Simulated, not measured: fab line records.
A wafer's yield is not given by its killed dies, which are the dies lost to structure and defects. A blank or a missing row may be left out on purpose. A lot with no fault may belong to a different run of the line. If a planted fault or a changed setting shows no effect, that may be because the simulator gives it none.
Lot-split experiment + flow n5_finfet + 21 wafers read from 7 lots, route of 1938 steps

== THE SPLIT ==
At N5_FIN_SAQP_COAT_49 (time 60 s, resist thk 100 nm), the setting spin_rpm was moved away from the recipe's 1500 rpm on 3 of the 21 wafers read, by +5.3% to +7.8%. All remaining wafers had this setting at the recipe value.

== FROM THE SPLIT TO THE READING: what the file shows between them, 8 steps ==
- N5_FIN_SAQP_COAT_50: time 60 s, resist thk 35 nm
- N5_FIN_SAQP_COAT_10: resist thk 90 nm
- N5_FIN_SAQP_DESCUM_21: chemistry O2, time 7.9 s
- N5_FIN_SAQP_ETCH_51: etches SiARC in CF4, target depth 45.5 nm, time 75.8 s
- N5_FIN_SAQP_ETCH_52: etches SOC in N2/H2, target depth 100 nm, overetch 20 nm, time 150 s
- N5_FIN_SAQP_STRIP_53: strips in N2/H2
- N5_FIN_SAQP_HM_OPEN_73: chemistry CHF3/O2, target SiO2, stops on a-Si, target depth 12 nm, time 16.8 s
- N5_FIN_SAQP_STRIP_74: strips in CHF3/O2

== THE READING ==
SOC_of_FIN_SAQP_COAT_49.thk_nm (the simulator's own value, which no gauge read), in nm, at N5_FIN_SAQP_MANDREL_ETCH_22 (etches a-Si in HBr/Cl2, stops on SiNx, target depth 60 nm, bt time 10 s, time 30 s). There is no usual value for it anywhere in the file. The 18 wafers here that ran the recipe average 75.83 nm, standard deviation 0.42 nm.

| wafer  | tool, chamber at the split | spin_rpm as run, rpm | against the recipe | SOC_of_FIN_SAQP_COAT_49.thk_nm, nm | against lot-mates on the recipe |
|--------|----------------------------|----------------------|--------------------|------------------------------------|---------------------------------|
| L079.3 | litho_track-04, 0          | 1500                 | recipe             | 75.65                              | -                               |
| L079.5 | litho_track-04, 0          | 1500                 | recipe             | 76.53                              | -                               |
| L079.6 | litho_track-04, 0          | 1500                 | recipe             | 75.23                              | -                               |
| L084.1 | litho_track-03, 0          | 1617                 | +7.8%              | 71.92                              | -3.87                           |
| L084.2 | litho_track-03, 0          | 1500                 | recipe             | 75.79                              | -                               |
| L084.6 | litho_track-03, 0          | 1617                 | +7.8%              | 71.93                              | -3.86                           |
| L085.2 | litho_track-03, 0          | 1500                 | recipe             | 76.22                              | -                               |
| L085.5 | litho_track-03, 0          | 1500                 | recipe             | 76.5                               | -                               |
| L085.6 | litho_track-03, 0          | 1500                 | recipe             | 76.28                              | -                               |
| L091.1 | litho_track-03, 0          | 1580                 | +5.3%              | 73.6                               | -2.50                           |
| L091.4 | litho_track-03, 0          | 1500                 | recipe             | 76.52                              | -                               |
| L091.5 | litho_track-03, 0          | 1500                 | recipe             | 75.69                              | -                               |
| L092.3 | litho_track-03, 0          | 1500                 | recipe             | 75.55                              | -                               |
| L092.4 | litho_track-03, 0          | 1500                 | recipe             | 75.66                              | -                               |
| L092.5 | litho_track-03, 0          | 1500                 | recipe             | 75.47                              | -                               |
| L096.2 | litho_track-01, 0          | 1500                 | recipe             | 75.93                              | -                               |
| L096.3 | litho_track-01, 0          | 1500                 | recipe             | 75.3                               | -                               |
| L096.4 | litho_track-01, 0          | 1500                 | recipe             | 76.02                              | -                               |
| L097.1 | litho_track-03, 0          | 1500                 | recipe             | 75.32                              | -                               |
| L097.2 | litho_track-03, 0          | 1500                 | recipe             | 75.52                              | -                               |
| L097.4 | litho_track-03, 0          | 1500                 | recipe             | 75.75                              | -                               |

FIT RESULTS
A straight line over all 21 wafers: SOC_of_FIN_SAQP_COAT_49.thk_nm changes by -0.486 nm for each +1% of spin_rpm; r = -0.95; the points scatter about the line by 0.41 nm.
The same after taking each lot's own level away (the mean of its wafers on the recipe; 21 wafers): -0.491 nm for each +1%; r = -0.97; scatter 0.3 nm.
According to that fit, moving spin_rpm by its largest amount changes the reading by 3.8 nm.
The lots' own levels span 75.530 to 76.333 nm, that is 1.9 times the standard deviation above.
Hence the lot-to-lot level has little effect on the slope; both slopes agree.
Check: with one of the wafers moved furthest among these (+7.8%) left out of the fit, the line predicts -3.8 nm for it against its lot-mates. It came out at -3.87 nm against them.

== THE WHOLE CHAIN: every reading that the file lists as answering this split, in the file's order ==
| step                        | what it does                                                                       | reading                                                                         | change (the file's fit)               | r (the file's) |
|-----------------------------|------------------------------------------------------------------------------------|---------------------------------------------------------------------------------|---------------------------------------|----------------|
| N5_FIN_SAQP_COAT_49         | time 60 s, resist thk 100 nm                                                       | SOC_of_FIN_SAQP_COAT_49.thk_nm (the simulator's own value, which no gauge read) | -0.442 nm for each +1% of the setting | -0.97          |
| N5_FIN_SAQP_ETCH_52         | etches SOC in N2/H2, target depth 100 nm, overetch 20 nm, time 150 s               | etch.depth_nm (the simulator's own value, which no gauge read)                  | -0.442 nm for each +1% of the setting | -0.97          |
| N5_FIN_SAQP_MANDREL_ETCH_22 | etches a-Si in HBr/Cl2, stops on SiNx, target depth 60 nm, bt time 10 s, time 30 s | SOC_of_FIN_SAQP_COAT_49.thk_nm (the simulator's own value, which no gauge read) | -0.487 nm for each +1% of the setting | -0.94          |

== FILE'S OWN FIT ==
SOC_of_FIN_SAQP_COAT_49.thk_nm changes by -0.487 nm for each +1% of spin_rpm, r = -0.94.
